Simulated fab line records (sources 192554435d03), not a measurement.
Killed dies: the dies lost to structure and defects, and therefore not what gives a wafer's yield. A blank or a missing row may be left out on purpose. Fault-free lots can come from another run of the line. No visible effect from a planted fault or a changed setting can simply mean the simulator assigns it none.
Matching of chambers ; flow n5 finfet ; 4 sister chambers for N5_GATE_CUT_ALD_22 on ald sin-01
The step deposits SiNx, target thk 16 nm, pulse time 1 s, ald cycles 320. 20 wafers are shown with their chamber, then 10 later ones without.

## WAFERS WITH THEIR CHAMBER
wafer;chamber;heater power w (W);precursor pulse height rel
L077.2;1;908;0.996
L077.5;0;932;1.005
L077.6;3;894;1.003
L079.3;3;915;0.994
L079.5;3;911;0.973
L079.6;1;916;1.033
L081.3;0;926;1.028
L081.4;3;904;0.967
L081.5;1;882;1.015
L083.1;0;907;0.988
L083.2;1;907;1.000
L083.4;2;737;0.974
L084.1;2;731;1.028
L084.2;1;901;0.964
L084.3;0;906;1.059
L085.1;3;929;1.022
L085.3;0;951;0.990
L085.4;1;910;0.996
L086.1;1;899;1.009
L086.2;0;916;1.041

SIGNATURES (averages over the wafers above)
reading;chamber 0;chamber 1;chamber 2;chamber 3;scatter within a chamber
heater power w;923.00;903.29;734.00;910.60;13.4
precursor pulse height rel;1.01850;1.00186;1.00100;0.99180;0.0254
Rule: a wafer's distance from a chamber is the root of the sum, over the readings, of the square of ((its reading less the chamber's mean) divided by the reading's scatter). If the next closest chamber is less than 2 further off than the closest, the wafer can't be placed; otherwise it belongs to the closest. The scatter: take each reading less its chamber's mean, square it, sum over the shown wafers, divide by the number of wafers less the number of chambers, and take the root.

## WAFERS WITHOUT THEIR CHAMBER
wafer;heater power w (W);precursor pulse height rel
L086.4;931;0.989
L090.2;889;0.970
L090.4;921;1.005
L090.5;905;1.017
L091.1;933;0.995
L091.4;900;0.977
L091.6;912;1.007
L092.1;928;1.011
L092.4;746;0.990
L092.5;904;0.991

## CHAMBER TAKEN BY EACH
wafer;from the rows above;in truth
L086.4;can't be placed: 0 or 3 or 1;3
L090.2;can't be placed: 1 or 3 or 0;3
L090.4;can't be placed: 0 or 3 or 1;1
L090.5;can't be placed: 1 or 3 or 0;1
L091.1;can't be placed: 0 or 3 or 1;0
L091.4;can't be placed: 3 or 1 or 0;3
L091.6;can't be placed: 3 or 1 or 0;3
L092.1;can't be placed: 0 or 3 or 1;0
L092.4;2;2
L092.5;can't be placed: 1 or 3 or 0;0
Correct placement for 1 of the 10. From these rows, 9 cannot be placed; in 9 the true chamber is one of the candidates. 0 placed wrongly.
